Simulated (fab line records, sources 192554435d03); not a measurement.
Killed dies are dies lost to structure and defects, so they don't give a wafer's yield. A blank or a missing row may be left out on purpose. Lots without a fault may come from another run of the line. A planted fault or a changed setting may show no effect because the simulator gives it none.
Split-lot experiment | flow n5_finfet | 7 lots, 39 wafers read, on a route of 1938 steps

THE SPLIT
At N5_BEOL_M12_ETCH_38 (etches SiCN in CF4/N2, target depth 68.7 nm, time 73.4 s), the setting time_s was moved away from the recipe's 73.4 s on 15 of the 39 wafers read, by -58.3% to +52.0%. The other wafers ran this setting at the recipe's value.

The reading is taken at the split's own step.

THE READING
etch.depth_nm (the simulator's own value, which no gauge read), in nm, at N5_BEOL_M12_ETCH_38 (etches SiCN in CF4/N2, target depth 68.7 nm, time 73.4 s). The file gives no usual value for it. The 24 wafers here that ran the recipe average 58.31 nm, standard deviation 1.6 nm.

wafer  | tool, chamber at the split | time_s as run, s | against the recipe | etch.depth_nm, nm | against lot-mates on the recipe
L076.1 | rie_diel-01, 3             | 73.4             | recipe             | 58.7              | -
L076.2 | rie_diel-01, 2             | 73.4             | recipe             | 58.56             | -
L076.3 | rie_diel-01, 0             | 32.14            | -56.2%             | 26.58             | -31.90
L076.4 | rie_diel-01, 1             | 32.14            | -56.2%             | 26.71             | -31.77
L076.5 | rie_diel-01, 2             | 73.4             | recipe             | 58.19             | -
L076.6 | rie_diel-01, 1             | 32.14            | -56.2%             | 26.34             | -32.14
L075.1 | rie_diel-01, 2             | 111.6            | +52.0%             | 89.41             | +29.32
L075.2 | rie_diel-01, 0             | 111.6            | +52.0%             | 93.59             | +33.50
L075.3 | rie_diel-01, 1             | 73.4             | recipe             | 61.31             | -
L075.4 | rie_diel-01, 3             | 73.4             | recipe             | 59.08             | -
L075.5 | rie_diel-01, 3             | 73.4             | recipe             | 59.88             | -
L075.6 | rie_diel-01, 2             | 111.6            | +52.0%             | 89.35             | +29.26
L079.1 | rie_diel-02, 1             | 73.4             | recipe             | 56.78             | -
L079.2 | rie_diel-02, 2             | 73.4             | recipe             | 55.23             | -
L079.3 | rie_diel-02, 0             | 73.4             | recipe             | 58.92             | -
L079.4 | rie_diel-02, 2             | 57.98            | -21.0%             | 43.68             | -13.30
L079.5 | rie_diel-02, 0             | 57.98            | -21.0%             | 46.53             | -10.45
L079.6 | rie_diel-02, 1             | 57.98            | -21.0%             | 44.63             | -12.35
L083.1 | rie_diel-02, 0             | 73.4             | recipe             | 58.8              | -
L083.2 | rie_diel-02, 1             | 56.41            | -23.1%             | 43.05             | -15.03
L083.3 | rie_diel-02, 3             | 56.41            | -23.1%             | 46.21             | -11.87
L083.4 | rie_diel-02, 2             | 56.41            | -23.1%             | 42.58             | -15.50
L083.5 | rie_diel-02, 2             | 73.4             | recipe             | 55.55             | -
L083.6 | rie_diel-02, 3             | 73.4             | recipe             | 59.89             | -
L084.1 | rie_diel-02, 2             | 73.4             | recipe             | 55.58             | -
L084.3 | rie_diel-02, 1             | 73.4             | recipe             | 56.36             | -
L084.4 | rie_diel-02, 0             | 73.4             | recipe             | 58.41             | -
L087.1 | rie_diel-02, 1             | 73.4             | recipe             | 56.98             | -
L087.2 | rie_diel-02, 3             | 73.4             | recipe             | 60.77             | -
L087.3 | rie_diel-02, 2             | 30.59            | -58.3%             | 23.7              | -34.57
L087.4 | rie_diel-02, 0             | 30.59            | -58.3%             | 24.72             | -33.55
L087.5 | rie_diel-02, 2             | 30.59            | -58.3%             | 23.44             | -34.83
L087.6 | rie_diel-02, 1             | 73.4             | recipe             | 57.07             | -
L089.1 | rie_diel-01, 1             | 73.4             | recipe             | 59.27             | -
L089.2 | rie_diel-01, 2             | 73.4             | recipe             | 57.89             | -
L089.3 | rie_diel-01, 3             | 73.4             | recipe             | 58.52             | -
L089.4 | rie_diel-01, 0             | 73.4             | recipe             | 60.84             | -
L089.5 | rie_diel-01, 3             | 73.4             | recipe             | 58.48             | -
L089.6 | rie_diel-01, 2             | 73.4             | recipe             | 58.38             | -

THE FIT
A straight line over all 39 wafers: etch.depth_nm changes by +0.596 nm for each +1% of time_s; r = +0.99; the points scatter about the line by 1.7 nm.
The same after taking each lot's own level away (the mean of its wafers on the recipe; 39 wafers): +0.583 nm for each +1%; r = +1.00; scatter 1.4 nm.
On that fit, the largest move of time_s shifts the reading by 34 nm.
The lots' own levels span 56.783 to 60.090 nm, that is 2.0 times the standard deviation above.
So the lot-to-lot level changes the slope little: the two slopes agree.
Check: with one of the wafers moved furthest among these (-58.3%) left out of the fit, the line predicts -33.9 nm for it against its lot-mates. It came out at -34.6 nm against them.

OTHER SPLITS ON THESE WAFERS
These wafers also went through other splits before the reading. Each is held against what the fit with the lots' levels taken away leaves over:
other split on the same wafers     | wafers away from the commonest value | r with etch.depth_nm (lot level and that fit taken away)
N5_BEOL_M9_ILD_DEP_00 target_thk_a | 9                                    | +0.31

THE FILE'S OWN FIT
etch.depth_nm changes by +0.583 nm for each +1% of time_s, r = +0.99.
